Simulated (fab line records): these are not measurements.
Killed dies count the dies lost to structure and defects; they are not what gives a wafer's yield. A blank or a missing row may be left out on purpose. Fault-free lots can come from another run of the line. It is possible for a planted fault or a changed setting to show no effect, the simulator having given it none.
Matching of chambers -- flow nand_harc -- NHARC_A_CHANNEL_FILL_D1_ALD_02 on ald_hk-03 has 4 sister chambers
The step deposits SiO2, target thk 6 nm, pulse time 10 s, ald cycles 60. 14 wafers are shown with their chamber, then 7 later ones without.

== WAFERS PAIRED WITH THEIR CHAMBERS ==
wafer,chamber,heater_power_w (W),precursor_pulse_height_rel
L081.1,1,490,1.014
L081.3,3,431,0.979
L081.5,0,474,1.008
L084.1,1,514,1.065
L084.3,3,439,0.994
L084.4,0,481,1.005
L086.1,1,509,0.987
L086.4,3,434,0.985
L086.5,0,487,0.995
L089.2,2,578,0.979
L089.5,2,575,1.020
L089.6,1,482,1.029
L090.1,3,436,1.007
L090.4,1,505,0.988

SIGNATURES (averages over the wafers above)
reading,chamber 0,chamber 1,chamber 2,chamber 3,scatter within a chamber
heater_power_w,480.67,500.00,576.50,435.00,9.22
precursor_pulse_height_rel,1.00267,1.01660,0.99950,0.99125,0.0236
Rule: for a wafer and a chamber, the distance is found by dividing, reading by reading, the gap between the wafer's reading and the chamber's mean by the reading's scatter, squaring, summing and taking the root. The wafer belongs to the nearest chamber; if the next one is less than 2 further off, it can't be placed. The scatter: the root of (the sum of the squares of (reading less its chamber's mean) over the shown wafers, divided by (wafers less chambers)).

== WAFERS WHOSE CHAMBER IS MISSING ==
wafer,heater_power_w (W),precursor_pulse_height_rel
L090.5,589,1.006
L093.1,452,1.015
L093.2,499,1.008
L093.3,589,1.005
L097.1,500,0.997
L097.5,496,1.036
L097.6,590,1.027

== CHAMBER TAKEN BY EACH ==
wafer,from the rows above,in truth
L090.5,2,2
L093.1,can't be placed: 3 or 0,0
L093.2,can't be placed: 1 or 0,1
L093.3,2,2
L097.1,can't be placed: 1 or 0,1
L097.5,can't be placed: 1 or 0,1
L097.6,2,2
Correct placement for 3 of the 7. Not placeable from these rows: 4 (in 4, the candidates include the true chamber). Placed wrongly: 0.
